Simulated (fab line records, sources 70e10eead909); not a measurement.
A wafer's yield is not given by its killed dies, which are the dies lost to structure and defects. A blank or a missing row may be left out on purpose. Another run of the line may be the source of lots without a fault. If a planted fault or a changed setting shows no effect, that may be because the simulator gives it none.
Matching of chambers + flow nand harc + rie diel-02 running NHARC_A_STAIRCASE_TRIM_220: 4 sister chambers
The step chemistry O2, time 211.2 s. 16 wafers are shown with their chamber, then 8 later ones without.

== WAFERS PAIRED WITH THEIR CHAMBERS ==
| wafer  | chamber | showerhead plenum p Torr (Torr) | drypump motor current A (A) | oes product au (a.u.) |
|--------|---------|---------------------------------|-----------------------------|-----------------------|
| L075.3 | 3       | 3.61                            | 5.9                         | 1.010                 |
| L075.4 | 2       | 3.69                            | 5.4                         | 1.010                 |
| L075.5 | 0       | 3.32                            | 6.4                         | 1.012                 |
| L079.1 | 0       | 3.32                            | 6.4                         | 1.005                 |
| L079.3 | 1       | 3.53                            | 6.0                         | 1.002                 |
| L079.5 | 1       | 3.53                            | 5.9                         | 1.001                 |
| L081.2 | 2       | 3.68                            | 5.4                         | 1.014                 |
| L081.3 | 0       | 3.31                            | 6.4                         | 1.005                 |
| L081.4 | 1       | 3.53                            | 6.0                         | 1.003                 |
| L082.1 | 3       | 3.60                            | 5.9                         | 0.999                 |
| L082.2 | 0       | 3.31                            | 6.4                         | 1.015                 |
| L082.4 | 1       | 3.53                            | 6.0                         | 1.005                 |
| L083.1 | 1       | 3.52                            | 5.9                         | 0.996                 |
| L083.2 | 0       | 3.31                            | 6.4                         | 1.007                 |
| L083.5 | 1       | 3.52                            | 5.9                         | 0.994                 |
| L089.4 | 3       | 3.60                            | 5.9                         | 1.006                 |

SIGNATURES (means of the wafers above)
| reading                  | chamber 0 | chamber 1 | chamber 2 | chamber 3 | scatter within a chamber |
|--------------------------|-----------|-----------|-----------|-----------|--------------------------|
| showerhead plenum p Torr | 3.3140    | 3.5267    | 3.6850    | 3.6033    | 0.00555                  |
| drypump motor current A  | 6.400     | 5.950     | 5.400     | 5.900     | 0.0354                   |
| oes product au           | 1.00880   | 1.00017   | 1.01200   | 1.00500   | 0.00449                  |
Rule: for a wafer and a chamber, the distance is found by dividing, reading by reading, the gap between the wafer's reading and the chamber's mean by the reading's scatter, squaring, summing and taking the root. The wafer belongs to the nearest chamber; if the next one is less than 2 further off, it can't be placed. How the scatter is found: for the shown wafers, subtract from each reading the mean of its chamber, square and add these, divide the total by (wafers less chambers), then take the root.

== WAFERS WITH NO CHAMBER GIVEN ==
| wafer  | showerhead plenum p Torr (Torr) | drypump motor current A (A) | oes product au (a.u.) |
|--------|---------------------------------|-----------------------------|-----------------------|
| L089.5 | 3.60                            | 5.9                         | 0.999                 |
| L089.6 | 3.31                            | 6.4                         | 0.997                 |
| L090.2 | 3.67                            | 5.4                         | 1.019                 |
| L090.4 | 3.59                            | 5.9                         | 1.026                 |
| L090.6 | 3.52                            | 6.0                         | 0.997                 |
| L091.1 | 3.30                            | 6.4                         | 1.008                 |
| L091.2 | 3.52                            | 5.9                         | 0.993                 |
| L091.6 | 3.59                            | 5.9                         | 1.025                 |

== THE CHAMBER EACH PASSED THROUGH ==
| wafer  | from the rows above | in truth |
|--------|---------------------|----------|
| L089.5 | 3                   | 3        |
| L089.6 | 0                   | 0        |
| L090.2 | 2                   | 2        |
| L090.4 | 3                   | 3        |
| L090.6 | 1                   | 1        |
| L091.1 | 0                   | 0        |
| L091.2 | 1                   | 1        |
| L091.6 | 3                   | 3        |
Placed correctly: 8 of 8. Can't be placed from these rows: 0. Number placed wrongly: 0.
